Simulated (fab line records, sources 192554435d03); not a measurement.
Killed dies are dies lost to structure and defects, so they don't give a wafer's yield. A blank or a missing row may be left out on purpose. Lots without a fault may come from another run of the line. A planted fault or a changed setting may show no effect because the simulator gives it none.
Split-lot experiment | flow n5_finfet | 7 lots, 21 wafers read, on a route of 1938 steps

THE SPLIT
At N5_SDB_ALD_29 (deposits SiNx, target thk 30 nm, pulse time 1 s, ald cycles 600), the setting ald_cycles was moved away from the recipe's 600 on 3 of the 21 wafers read, by -13.5% to +7.7%. The other wafers ran this setting at the recipe's value.

FROM THE SPLIT TO THE READING: what the file shows between them, 5 steps
- N5_SDB_CMP_30: polishes, stops on poly-Si, t overpolish 1.54 s, target thk 30 nm
- N5_DUMMY_REMOVAL_HM_STRIP_01: strips SiNx in CH3F/O2, stops on poly-Si, target depth 4 nm, time 6.8 s
- N5_DUMMY_REMOVAL_STRIP_10: strips in N2/H2, time 40 s
- N5_DUMMY_REMOVAL_PRECLEAN_07: cleans in dHF, time 30 s
- N5_DUMMY_REMOVAL_PRECLEAN_08: cleans in NF3:NH3, afs cycles 2, time 20 s, sublimation time 60 s

THE READING
SiNx_of_SDB_ALD_29.thk_nm (the simulator's own value, which no gauge read), in nm, at N5_DUMMY_REMOVAL_PRECLEAN_04 (cleans in DHF, time 37 s). The file gives no usual value for it. The 18 wafers here that ran the recipe average 29.1 nm, standard deviation 0.14 nm.

wafer  | tool, chamber at the split | ald_cycles as run | against the recipe | SiNx_of_SDB_ALD_29.thk_nm, nm | against lot-mates on the recipe
L078.2 | ald_sin-02, 3              | 600               | recipe             | 29                            | -
L078.3 | ald_sin-02, 0,2            | 600               | recipe             | 29                            | -
L078.5 | ald_sin-02, 0,2            | 600               | recipe             | 28.8                          | -
L085.1 | ald_sin-03, 1,3            | 600               | recipe             | 29                            | -
L085.5 | ald_sin-03, 1              | 600               | recipe             | 29                            | -
L085.4 | ald_sin-03, 1,3            | 600               | recipe             | 29.2                          | -
L086.1 | ald_sin-03, 0              | 600               | recipe             | 29.2                          | -
L086.5 | ald_sin-03, 0              | 600               | recipe             | 29.2                          | -
L086.6 | ald_sin-03, 1              | 600               | recipe             | 29                            | -
L092.1 | ald_sin-01, 2              | 519               | -13.5%             | 25.2                          | -4.0
L092.6 | ald_sin-01, 2              | 519               | -13.5%             | 25.2                          | -4.0
L092.4 | ald_sin-01, 0              | 600               | recipe             | 29.2                          | -
L093.2 | ald_sin-01, 0              | 600               | recipe             | 29.2                          | -
L093.4 | ald_sin-01, 0              | 646               | +7.7%              | 31.2                          | +2.2
L093.6 | ald_sin-01, 2              | 600               | recipe             | 28.8                          | -
L094.2 | ald_sin-02, 3,0            | 600               | recipe             | 29.2                          | -
L094.3 | ald_sin-02, 2              | 600               | recipe             | 29.2                          | -
L094.6 | ald_sin-02, 3,0            | 600               | recipe             | 29.2                          | -
L096.1 | ald_sin-01, 0,3            | 600               | recipe             | 29.2                          | -
L096.3 | ald_sin-01, 0,3            | 600               | recipe             | 29.2                          | -
L096.2 | ald_sin-01, 2              | 600               | recipe             | 29                            | -
Where a row lists several chambers, the file gives one row for several wafers and doesn't say which wafer went through which chamber.

THE FIT
A straight line over all 21 wafers: SiNx_of_SDB_ALD_29.thk_nm changes by +0.286 nm for each +1% of ald_cycles; r = +0.99; the points scatter about the line by 0.13 nm.
The same after taking each lot's own level away (the mean of its wafers on the recipe; 21 wafers): +0.295 nm for each +1%; r = +1.00; scatter 0.1 nm.
On that fit, the largest move of ald_cycles shifts the reading by 4 nm.
The lots' own levels span 28.93 to 29.20 nm, that is 1.9 times the standard deviation above.
So the lot-to-lot level changes the slope little: the two slopes agree.
Check: with one of the wafers moved furthest among these (-13.5%) left out of the fit, the line predicts -3.97 nm for it against its lot-mates. It came out at -4 nm against them.

OTHER SPLITS ON THESE WAFERS
These wafers also went through other splits before the reading. Each is held against what the fit with the lots' levels taken away leaves over:
other split on the same wafers | wafers away from the commonest value | r with SiNx_of_SDB_ALD_29.thk_nm (lot level and that fit taken away)
N5_ILD0_ALD_15 ald_cycles      | 4                                    | -0.01

THE WHOLE CHAIN: every reading that the file lists as answering this split, in the file's order
step                         | what it does                                                            | reading                                                                    | change (the file's fit)               | r (the file's)
N5_SDB_ALD_29                | deposits SiNx, target thk 30 nm, pulse time 1 s, ald cycles 600         | SiNx_of_SDB_ALD_29.thk_nm (the simulator's own value, which no gauge read) | +0.314 nm for each +1% of the setting | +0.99
N5_DUMMY_REMOVAL_HM_STRIP_01 | strips SiNx in CH3F/O2, stops on poly-Si, target depth 4 nm, time 6.8 s | SiNx_of_SDB_ALD_29.thk_nm (the simulator's own value, which no gauge read) | +0.305 nm for each +1% of the setting | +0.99
N5_DUMMY_REMOVAL_PRECLEAN_04 | cleans in DHF, time 37 s                                                | SiNx_of_SDB_ALD_29.thk_nm (the simulator's own value, which no gauge read) | +0.294 nm for each +1% of the setting | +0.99

THE FILE'S OWN FIT
SiNx_of_SDB_ALD_29.thk_nm changes by +0.294 nm for each +1% of ald_cycles, r = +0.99.
